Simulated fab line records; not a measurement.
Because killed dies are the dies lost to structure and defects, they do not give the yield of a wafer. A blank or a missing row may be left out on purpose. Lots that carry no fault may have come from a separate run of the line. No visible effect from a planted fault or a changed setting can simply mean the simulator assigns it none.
Matching of chambers -- flow n5Finfet -- N5_FIN_CUT_CUT_ETCH_27 on rieDiel-04 has 4 sister chambers
The step etches SiO2 in CHF3/O2, target depth 4 nm, overetch 2 nm, time 4.9 s. 8 wafers are shown with their chamber, then 9 later ones without.

## WAFERS, EACH WITH ITS CHAMBER
wafer,chamber,drypumpMotorCurrentA (A),showerheadPlenumPTorr (Torr)
L075.3,0,5.3,2.49
L084.5,2,6.5,2.37
L084.6,3,6.7,2.35
L086.1,3,6.7,2.35
L086.5,1,4.7,2.51
L087.3,2,6.5,2.37
L087.4,0,5.4,2.48
L087.6,1,4.7,2.51

## WAFERS MISSING THEIR CHAMBER
wafer,drypumpMotorCurrentA (A),showerheadPlenumPTorr (Torr)
L090.1,4.7,2.51
L090.3,5.4,2.48
L090.5,4.7,2.51
L091.1,5.4,2.48
L091.2,6.7,2.35
L091.3,4.7,2.51
L094.1,6.5,2.36
L094.4,6.7,2.35
L094.6,5.4,2.48

## WHICH CHAMBER EACH WENT THROUGH
wafer,from the rows above,in truth
L090.1,1,1
L090.3,0,0
L090.5,1,1
L091.1,0,0
L091.2,3,3
L091.3,1,1
L094.1,2,2
L094.4,3,3
L094.6,0,0
Placed correctly: 9 of 9. From these rows, 0 cannot be placed. Placed wrongly: 0.
How it was worked out, from the rows above alone: a wafer's distance from a chamber is the root of the sum, over the readings, of the square of ((its reading less the chamber's mean) divided by the reading's scatter). If the next closest chamber is less than 2 further off than the closest, the wafer can't be placed; otherwise it belongs to the closest. A chamber's mean is the mean of its shown wafers. The scatter: take each reading less its chamber's mean, square it, sum over the shown wafers, divide by the number of wafers less the number of chambers, and take the root.
